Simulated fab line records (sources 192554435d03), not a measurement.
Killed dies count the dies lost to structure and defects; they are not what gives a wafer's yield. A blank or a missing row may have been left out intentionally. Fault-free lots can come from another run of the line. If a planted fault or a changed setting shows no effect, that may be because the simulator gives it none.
A single fault, viewed from 2 desks ; flow n5_finfet ; only its own numbers are on each desk; what lay behind them is given at the end

== METROLOGY DESK ==
What the gauges read for every lot (on any tool): the sampled wafers with a number, averaged. Any lot whose mean is over 4 standard deviations away from the usual mean is out of limits and marked OUT; that distance is given in the brackets.
Columns: A = trench_depth_nm at N5_BEOL_M9_OCD_MEAS_38, usual 149.9 nm; B = M9_THK at N5_BEOL_M9_THK_MEAS_53, usual 142 nm; C = M9_RS at N5_BEOL_M9_RS_MEAS_57, usual 0.152 ohm/sq
lot;first seen here;A;B;C
L138;day 10 18:38;150.1;144;0.153
L142;day 11 01:45;149.8;140;0.155
L144;day 11 22:17;150.8;144;0.151
L143;day 11 22:42;148.7;143;0.152
L145;day 11 22:46;149.6;144;0.150
L146;day 12 04:54;153.4;146;0.147
L147;day 12 05:19;151.9;145;0.150
L154;day 14 03:09;148.7;140;0.154
L153;day 14 10:49;138.6 (-4.3) OUT;127 (-4.6) OUT;0.170 (+5.0) OUT
L156;day 14 14:41;143.3;134;0.162
L157;day 15 03:33;148.2;141;0.153
Finding of this desk: L153 out of limits; the first was L153 at day 14 10:49, on trench_depth_nm at N5_BEOL_M9_OCD_MEAS_38. L138, L142, L144, L143, L145, L146, L147, L154, L156, L157 stayed within limits.

== THE TOOL OWNER'S DESK: rie_diel-06 ==
The tool's own readings at N5_BEOL_M9_TRENCH_ETCH_37 (etches SiCOH lowk in C4F6/O2, target depth 151.43 nm, time 49 s): means of the sampled wafers that have a number, for each lot that ran on this tool. Any lot whose mean is over 4 standard deviations away from the usual mean is out of limits and marked OUT; that distance is given in the brackets.
Columns: A = drypump_motor_current_A at N5_BEOL_M9_TRENCH_ETCH_37, usual 5.5 A; B = oes_product_au at N5_BEOL_M9_TRENCH_ETCH_37, usual 0.80 a.u.; C = rf_fwd_power_W at N5_BEOL_M9_TRENCH_ETCH_37, usual 341.4 W; D = rf_vpp_V at N5_BEOL_M9_TRENCH_ETCH_37, usual 654 V; E = showerhead_plenum_p_Torr at N5_BEOL_M9_TRENCH_ETCH_37, usual 2.84 Torr; F = throttle_valve_pct at N5_BEOL_M9_TRENCH_ETCH_37, usual 20.96 %
lot;first seen here;A;B;C;D;E;F
L138;day 10 18:28;6.2;0.70;341.8;676;2.69;21.38
L146;day 12 04:43;5.4;0.78;341.4;648;2.99;20.94
L147;day 12 05:09;5.5;0.76;340.6;659;2.83;21.05
L153;day 14 10:38;4.7;0.84;279.4 (-36) OUT;720 (+5.1) OUT;2.81;20.91
L156;day 14 14:31;5.8;0.86;279.4 (-36) OUT;747 (+7.2) OUT;2.95;20.96
Finding of this desk: L153, L156 out of limits; the first was L153 at day 14 10:38, on rf_fwd_power_W at N5_BEOL_M9_TRENCH_ETCH_37. L138, L146, L147 stayed within limits.

== PUT TOGETHER ==
An alarm could have come from the tool owner's desk at day 14 10:38, on L153, L156.
On L153, the metrology desk was in a position to raise an alarm at day 14 10:49.
The metrology desk holds a record of L156, inside its limits.
Of the lots named, all ran N5_BEOL_M9_TRENCH_ETCH_37 on rie_diel-06.

== WHAT WAS PUT IN BY THE SIMULATOR ==
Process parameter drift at N5_BEOL_M9_TRENCH_ETCH_37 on rie_diel-06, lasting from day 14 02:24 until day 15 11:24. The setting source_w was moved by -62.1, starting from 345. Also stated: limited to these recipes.
Lots struck among those shown: L153, L156.
Counting hours from when the fault started, the first reading out of limits came at 8 for the tool owner's desk and at 8 for the metrology desk.
